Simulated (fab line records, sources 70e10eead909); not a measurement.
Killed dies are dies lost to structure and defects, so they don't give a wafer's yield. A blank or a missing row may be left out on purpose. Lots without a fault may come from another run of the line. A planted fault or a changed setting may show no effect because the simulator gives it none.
Which tool did it? | flow nand_harc | 11 lots, 33 wafers sampled, at 5 steps of a route of 1159

WHAT THE GAUGES READ, wafer by wafer
NHARC_A_CHANNEL_HOLE_D1_CD_MEAS_10: target cd 100 nm.
lot  | measured     | on        | cd_nm (nm)
L844 | day 9 01:33  | cd_sem-01 | 99.3 99.5 100.0
L845 | day 9 03:37  | cd_sem-03 | 100.7 99.7 100.1
L846 | day 9 03:45  | cd_sem-02 | 100.9 100.0 99.9
L849 | day 9 17:31  | cd_sem-03 | 100.4 100.3 100.9
L855 | day 11 08:09 | cd_sem-03 | 100.1 100.8 100.4
L857 | day 11 22:19 | cd_sem-01 | 99.4 99.8 100.2
L859 | day 12 05:25 | cd_sem-03 | 100.0 100.3 100.7
L861 | day 12 16:20 | cd_sem-01 | 100.4 100.2 100.5
L862 | day 13 00:10 | cd_sem-03 | 100.8 100.7 100.3
L864 | day 13 15:16 | cd_sem-01 | 101.1 100.5 100.9
L865 | day 14 12:04 | cd_sem-02 | 100.3 99.7 99.5

NHARC_END_SORT_01.
lot  | measured     | on        | killed_at_array | killed_at_other | killed_at_periphery | killed_dies | killed_open | killed_short
L845 | day 21 09:22 | prober-02 | 675 677 675     | 0 0 0           | 2 0 2               | 677 677 677 | 2 3 5       | 1 1 1
L846 | day 20 23:13 | prober-02 | 675 675 675     | 0 1 1           | 2 1 1               | 677 677 677 | 3 4 4       | 1 1 1
L849 | day 21 08:00 | prober-01 | 675 672 674     | 1 1 1           | 1 4 2               | 677 677 677 | 2 1 3       | 1 1 1

WHICH TOOL RAN EACH LOT (tool, then ch and the chambers of the sampled wafers, then the start)
lot  | NHARC_A_CHANNEL_HOLE_D1_ETCH_16    | NHARC_A_CHANNEL_HOLE_D1_ETCH_19  | NHARC_A_CHANNEL_HOLE_D1_ETCH_23
L844 | rie_diel-10 ch 0,3, day 9 02:19    | har_etch-01 ch 0,1, day 9 02:58  | har_etch-01 ch 0,1, day 9 04:35
L845 | rie_diel-02 ch 0,3, day 9 04:19    | har_etch-01 ch 0,1, day 9 07:10  | har_etch-01 ch 0,1, day 9 08:52
L846 | rie_diel-10 ch 1,3, day 9 04:37    | har_etch-02 ch 0,1, day 9 07:14  | har_etch-02 ch 0,1, day 9 08:40
L849 | rie_diel-02 ch 1,3, day 9 18:17    | har_etch-01 ch 0,1, day 9 18:54  | har_etch-01 ch 0,1, day 9 20:20
L855 | rie_diel-02 ch 1,2,3, day 11 09:13 | har_etch-02 ch 0,1, day 11 13:32 | har_etch-02 ch 0,1, day 11 15:16
L857 | rie_diel-02 ch 0,2,3, day 11 23:09 | har_etch-02 ch 0,1, day 11 23:41 | har_etch-02 ch 0,1, day 12 01:07
L859 | rie_diel-02 ch 1,2,3, day 12 06:14 | har_etch-01 ch 0,1, day 12 07:04 | har_etch-01 ch 0,1, day 12 08:47
L861 | rie_diel-10 ch 0,1,3, day 12 17:10 | har_etch-01 ch 0,1, day 12 17:43 | har_etch-01 ch 0,1, day 12 19:15
L862 | rie_diel-10 ch 2,3, day 13 00:56   | har_etch-01 ch 0,1, day 13 01:32 | har_etch-01 ch 0,1, day 13 02:59
L864 | rie_diel-02 ch 1,2,3, day 13 16:02 | har_etch-02 ch 0,1, day 13 16:38 | har_etch-02 ch 0,1, day 13 18:04
L865 | rie_diel-10 ch 0,2,3, day 14 12:47 | har_etch-01 ch 0,1, day 14 13:26 | har_etch-01 ch 0,1, day 14 14:53
- NHARC_A_CHANNEL_HOLE_D1_ETCH_16: etches the open film in O2/COS, target depth 3100 nm, time 806 s.
- NHARC_A_CHANNEL_HOLE_D1_ETCH_19: etches the open film in C4F8/O2/Ar, time 34.5 s.
- NHARC_A_CHANNEL_HOLE_D1_ETCH_23: etches the open film in C4F8/O2/Ar, time 819 s, target depth 1600 nm.

WHAT THE TOOLS THEMSELVES READ (means of the sampled wafers that have a number; where no wafer has one, the mark that the record gives instead)
NHARC_A_CHANNEL_HOLE_D1_ETCH_16.
lot  | tool        | bias_w (W) | chamber_pressure_mTorr (mTorr) | drypump_motor_current_A (A) | mfc_ar_sccm (sccm) | oes_product_au (a.u.) | rf_vpp_V (V) | showerhead_plenum_p_Torr (Torr) | throttle_valve_pct (%)
L844 | rie_diel-10 | 299.2      | 19.994                         | 6.08                        | 0.013              | 0.985                 | 313.9        | 3.10                            | 28.328
L845 | rie_diel-02 | -          | -                              | -                           | -                  | -                     | -            | -                               | -
L846 | rie_diel-10 | -          | -                              | -                           | -                  | -                     | -            | -                               | -
L849 | rie_diel-02 | -          | -                              | -                           | -                  | -                     | -            | -                               | -
L855 | rie_diel-02 | 300.3      | 19.999                         | 6.00                        | 0.022              | 1.005                 | 314.0        | 3.12                            | 28.329
L857 | rie_diel-02 | 301.3      | 19.998                         | 5.91                        | 0.034              | 1.006                 | 315.2        | 3.17                            | 28.326
L859 | rie_diel-02 | 299.3      | 20.002                         | 6.01                        | 0.022              | 1.009                 | 314.1        | 3.12                            | 28.332
L861 | rie_diel-10 | 300.0      | 19.993                         | 5.81                        | 0.020              | 0.997                 | 313.7        | 3.07                            | 28.327
L862 | rie_diel-10 | 300.4      | 20.011                         | 5.96                        | 0.000              | 0.993                 | 313.0        | 3.06                            | 28.334
L864 | rie_diel-02 | 299.5      | 20.004                         | 5.99                        | 0.022              | 1.014                 | 314.7        | 3.12                            | 28.335
L865 | rie_diel-10 | 299.3      | 19.992                         | 5.98                        | 0.013              | 0.995                 | 313.6        | 3.10                            | 28.338

NHARC_A_CHANNEL_HOLE_D1_ETCH_19.
lot  | tool        | bias_v (V) | c4f8_flow_sccm (sccm) | drypump_motor_current_A (A) | mfc_ar_sccm (sccm) | showerhead_plenum_p_Torr (Torr) | throttle_valve_pct (%)
L844 | har_etch-01 | 1205       | 28.73                 | 5.5                         | 374.3              | 3.70                            | 37.039
L845 | har_etch-01 | 1188       | 28.79                 | 5.8                         | 375.7              | 3.74                            | 37.029
L846 | har_etch-02 | 1189       | 28.75                 | 5.9                         | 375.2              | 3.77                            | 37.037
L849 | har_etch-01 | 1215       | 28.73                 | 5.5                         | 375.5              | 3.69                            | 37.041
L855 | har_etch-02 | 1190       | 28.98                 | 5.6                         | 375.7              | 3.67                            | 37.036
L857 | har_etch-02 | 1198       | 28.77                 | 5.6                         | 374.4              | 3.66                            | 37.033
L859 | har_etch-01 | 1204       | 28.75                 | 5.5                         | 374.9              | 3.67                            | 37.041
L861 | har_etch-01 | 1197       | 28.78                 | 5.8                         | 374.6              | 3.72                            | 37.031
L862 | har_etch-01 | 1188       | 28.81                 | 5.9                         | 375.9              | 3.71                            | 37.023
L864 | har_etch-02 | 1205       | 28.71                 | 5.9                         | 377.2              | 3.74                            | 37.047
L865 | har_etch-01 | 1207       | 28.70                 | 5.5                         | 375.2              | 3.66                            | 37.041

NHARC_A_CHANNEL_HOLE_D1_ETCH_23.
lot  | tool        | c4f8_flow_sccm (sccm) | chamber_pressure_mTorr (mTorr) | drypump_motor_current_A (A) | mfc_ar_sccm (sccm) | showerhead_plenum_p_Torr (Torr) | throttle_valve_pct (%)
L844 | har_etch-01 | 89.4                  | 19.988                         | 5.5                         | 376.1              | 3.66                            | 32.147
L845 | har_etch-01 | 89.1                  | 19.999                         | 5.9                         | 376.0              | 3.70                            | 32.150
L846 | har_etch-02 | 89.0                  | 19.994                         | 5.9                         | 375.0              | 3.72                            | 32.155
L849 | har_etch-01 | 89.1                  | 19.990                         | 5.6                         | 375.3              | 3.65                            | 32.153
L855 | har_etch-02 | 89.4                  | 19.987                         | 5.6                         | 372.7              | 3.63                            | 32.156
L857 | har_etch-02 | 89.1                  | 20.004                         | 5.6                         | 374.6              | 3.62                            | 32.149
L859 | har_etch-01 | 89.5                  | 19.996                         | 5.5                         | 375.8              | 3.63                            | 32.153
L861 | har_etch-01 | 89.3                  | 19.989                         | 5.9                         | 374.4              | 3.67                            | 32.159
L862 | har_etch-01 | 88.9                  | 19.991                         | 5.8                         | 375.3              | 3.67                            | 32.158
L864 | har_etch-02 | 89.5                  | 19.986                         | 5.9                         | 375.9              | 3.70                            | 32.160
L865 | har_etch-01 | 89.5                  | 20.002                         | 5.5                         | 375.4              | 3.62                            | 32.152

THE ANSWER, worked out from the rows above alone
Rule: what is usual is taken from the lots themselves. Put in order of their means at a reading, lots are off if they are a third of the lots or fewer, leave a main group of 4 or more, and stand apart from it by a gap of 3 or more times the standard deviation of the main group's means; of several such gaps the widest counts. A main group whose means are all the same, to the digits that the tables above print for the reading, isn't used. A lot without any number at a reading at which 4 lots or more have one is off too. The other lots that the step has rows for count as sound. The gauges are gone through in route order, then the tools' own readings, and for those a lot's mean is taken as printed above. The first step at which some lot is off is used, and at that step the reading that is off furthest; a lot without a number counts as furthest.
Off: L845, L846, L849, at NHARC_A_CHANNEL_HOLE_D1_ETCH_16 (bias_w). Without a number there: L845, L846, L849. The main group: mean 299.9 W, standard deviation 0.68.
A tool fits if, at that step or a process step before it, it ran every lot that is off, and no sound lot after the first of them. None of those tried fits.

WHAT THE SIMULATOR HAD PUT IN
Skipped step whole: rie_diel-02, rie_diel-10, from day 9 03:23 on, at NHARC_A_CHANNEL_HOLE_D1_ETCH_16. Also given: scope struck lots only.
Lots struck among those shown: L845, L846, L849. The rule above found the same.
